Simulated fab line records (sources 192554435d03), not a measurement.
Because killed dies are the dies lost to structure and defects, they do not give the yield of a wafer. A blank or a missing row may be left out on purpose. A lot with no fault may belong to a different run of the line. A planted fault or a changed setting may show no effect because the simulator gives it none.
Matching of chambers ; flow n5-finfet ; N5_BEOL_M2_ETCHBACK_99 on rie-diel-04 has 4 sister chambers
The step etches SiO2 in CHF3, target depth 5 nm, time 10.4 s. 24 wafers are shown with their chamber, then 12 later ones without.

## WAFERS WITH THEIR CHAMBER
wafer;chamber;drypump-motor-current-A (A);showerhead-plenum-p-Torr (Torr);rf-vpp-V (V)
L074.1;0;6.0;2.09;235
L074.3;2;6.0;2.13;237
L074.4;3;5.2;2.10;232
L078.1;2;6.0;2.13;237
L078.2;3;5.2;2.10;233
L078.3;1;5.8;2.22;252
L079.2;3;5.1;2.09;234
L079.4;2;6.0;2.13;237
L079.5;3;5.1;2.10;233
L080.1;1;5.8;2.22;251
L080.4;1;5.8;2.22;254
L080.5;0;6.0;2.09;233
L083.3;0;5.9;2.08;233
L083.5;0;5.9;2.09;233
L083.6;3;5.1;2.09;232
L084.1;0;5.9;2.08;233
L084.2;3;5.1;2.09;233
L084.5;3;5.2;2.09;233
L086.3;1;5.8;2.22;252
L086.4;3;5.1;2.09;234
L086.6;1;5.8;2.22;253
L087.2;3;5.2;2.09;234
L087.4;2;6.0;2.12;236
L087.6;1;5.8;2.21;254

SIGNATURES (means of the wafers above)
reading;chamber 0;chamber 1;chamber 2;chamber 3;scatter within a chamber
drypump-motor-current-A;5.940;5.800;6.000;5.144;0.0414
showerhead-plenum-p-Torr;2.0860;2.2183;2.1275;2.0933;0.00489
rf-vpp-V;233.40;252.67;236.75;233.11;0.899
Rule: for each reading, subtract the chamber's mean from the wafer's reading, divide by that reading's scatter and square the result; add these up over the readings and take the root, which gives the wafer's distance from the chamber. The wafer belongs to the nearest chamber; if the next one is less than 2 further off, it can't be placed. The scatter is the square root of a quotient: the sum, over the shown wafers, of each reading's squared deviation from its chamber's mean, divided by wafers minus chambers.

## WAFERS WHOSE CHAMBER IS MISSING
wafer;drypump-motor-current-A (A);showerhead-plenum-p-Torr (Torr);rf-vpp-V (V)
L089.1;6.0;2.08;234
L089.3;6.0;2.12;237
L089.6;6.0;2.12;239
L090.2;5.2;2.09;233
L090.3;6.0;2.12;236
L090.5;5.1;2.09;232
L095.1;5.1;2.09;233
L095.2;6.0;2.11;236
L095.3;5.8;2.21;251
L097.1;6.0;2.11;236
L097.3;5.1;2.08;233
L097.4;5.9;2.08;234

## WHICH CHAMBER EACH ONE RAN IN
wafer;from the rows above;in truth
L089.1;0;0
L089.3;2;2
L089.6;2;2
L090.2;3;3
L090.3;2;2
L090.5;3;3
L095.1;3;3
L095.2;2;2
L095.3;1;1
L097.1;2;2
L097.3;3;3
L097.4;0;0
Placed correctly: 12 of 12. Can't be placed from these rows: 0. Placed wrongly: 0.
